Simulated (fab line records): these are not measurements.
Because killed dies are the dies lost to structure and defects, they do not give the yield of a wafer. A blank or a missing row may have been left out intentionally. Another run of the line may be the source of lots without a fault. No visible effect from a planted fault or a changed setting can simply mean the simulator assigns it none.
A lot that was struck, set against a sound lot ; flow nand-harc ; 14 steps out of a route of 1159
Sound: the wafers L974.3, L974.4, L974.5. Struck: wafer L964.2; the same lot's L964.3 was not struck, so it is left out; see the end for the cause.
At each step with rows: each side's tool, then ch and its chambers, then its first start. Under that, the readings that differ: sound wafers ; struck wafers ; difference of the means ; sigmas: that difference in standard deviations of wafers without a fault.
alike: readings whose means differ by less than 2 such deviations, and words and numbers that are the same on both sides. not compared: withheld readings, readings that some wafer has no value for, bounds like >300 that may hide the same value, and numbers for which the record gives no deviation and whose values overlap.
Wherever a step has rows on one side only, a row that says differs or no value, or a row with sigmas, the two part there. Non-overlapping numbers with no deviation appear without sigmas and do not part them. A reading missing from all wafers of one side parts the sides only when that side holds two or more wafers.

first, 2 steps without rows for these wafers: NHARC_A_SOURCE_PLATE_SRD_01; NHARC_A_SOURCE_PLATE_OXIDE_02 (material SiO2, target thk 10 nm, ox time 1362 s).
NHARC_A_SOURCE_PLATE_THK_MEAS_09: measures by ellipsometry.
  sound on film-metro-02, day 12 04:13; struck on film-metro-02, day 10 04:20
  alike: thk-nm
then, 3 steps without rows for these wafers: NHARC_A_SOURCE_PLATE_PVD_04 (deposits WSi2, target thk 50 nm); NHARC_A_SOURCE_PLATE_CVD_03 (deposits poly-Si, target thk 200 nm, time 4000 s); NHARC_A_SOURCE_PLATE_ANNEAL_05 (time 1800 s).
NHARC_A_SOURCE_PLATE_THK_MEAS_06: measures by ellipsometry.
  sound on film-metro-02, day 12 18:42; struck on film-metro-01, day 10 17:27
  alike: thk-nm
NHARC_A_SOURCE_PLATE_INSPECT_08:
  sound on defect-inspect-01, day 12 18:46; struck on defect-inspect-02, day 10 17:33
  alike: raw-defect-count
after that, 1 step with no rows for these wafers: NHARC_A_ONON_D1_DEP_00 (target thk 1000 nm).
NHARC_A_ONON_D1_THK_MEAS_02: measures by ellipsometry.
  sound on film-metro-01, day 12 19:20; struck on film-metro-02, day 10 18:25
  alike: thk-nm
NHARC_A_ONON_D1_DEP_03: target thk 1000 nm.
  sound on pecvd-onon-01 ch 0, day 12 19:31; struck on pecvd-onon-02 ch 0, day 10 18:32
  alike: n2-flow-sccm, n2o-flow-sccm
NHARC_A_ONON_D1_THK_MEAS_05: measures by ellipsometry.
  sound on film-metro-02, day 12 19:55; struck on film-metro-01, day 10 18:59
reading;sound;struck;difference;sigmas
thk-nm (nm);1004 1005 1006;707;-298;-27
after that, 1 step with no rows for these wafers: NHARC_A_ONON_D1_DEP_06 (target thk 1000 nm).
-- jump in the record: it breaks off in module A_ONON_D1 and resumes in module END (first step shown: number 1159 of the route), and 12 days separate the struck wafers' starts before and after --
NHARC_END_SORT_01:
  at this point the record logs the struck wafers (prober-01 ch 0, day 22 22:53) and has no rows for the sound ones

WHERE THEY PART
At NHARC_A_ONON_D1_THK_MEAS_05 first; at NHARC_END_SORT_01 last (within this record only).

WHY: what had been put in by the simulator
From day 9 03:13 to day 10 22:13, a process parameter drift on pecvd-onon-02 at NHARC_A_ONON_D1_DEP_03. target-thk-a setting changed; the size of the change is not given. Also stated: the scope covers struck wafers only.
